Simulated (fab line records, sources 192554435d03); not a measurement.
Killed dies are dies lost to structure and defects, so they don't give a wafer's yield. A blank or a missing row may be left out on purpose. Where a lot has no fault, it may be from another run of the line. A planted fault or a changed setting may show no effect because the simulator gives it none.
Matching of chambers ; flow n5 finfet ; 4 sister chambers for N5_BEOL_M9_STRIP_67 on rie diel-03
The step strips in CF4. 8 wafers are shown with their chamber, then 10 later ones without.

## EACH WAFER AND ITS CHAMBER
wafer;chamber;showerhead plenum p Torr (Torr);drypump motor current A (A)
L085.2;1;1.70;6.0
L085.5;3;1.90;6.1
L085.6;1;1.70;6.0
L090.1;2;1.82;6.2
L090.2;0;1.78;5.4
L090.3;3;1.90;6.1
L093.1;2;1.81;6.1
L093.4;0;1.78;5.4

## WAFERS MISSING THEIR CHAMBER
wafer;showerhead plenum p Torr (Torr);drypump motor current A (A)
L093.6;1.70;6.0
L094.1;1.69;6.0
L094.2;1.89;6.0
L094.3;1.78;5.4
L096.1;1.89;6.1
L096.3;1.78;5.4
L096.4;1.69;6.0
L091.3;1.78;5.4
L091.4;1.78;5.4
L091.6;1.89;6.1

## CHAMBER TAKEN BY EACH
wafer;from the rows above;in truth
L093.6;1;1
L094.1;1;1
L094.2;3;3
L094.3;0;0
L096.1;3;3
L096.3;0;0
L096.4;1;1
L091.3;0;0
L091.4;0;0
L091.6;3;3
Correctly placed: 10 of 10. Can't be placed from these rows: 0. Number placed wrongly: 0.
How it was worked out, from the rows above alone: a wafer's distance from a chamber is the root of the sum, over the readings, of the square of ((its reading less the chamber's mean) divided by the reading's scatter). If the next closest chamber is less than 2 further off than the closest, the wafer can't be placed; otherwise it belongs to the closest. A chamber's mean is the mean of its shown wafers. The scatter: the root of (the sum of the squares of (reading less its chamber's mean) over the shown wafers, divided by (wafers less chambers)).
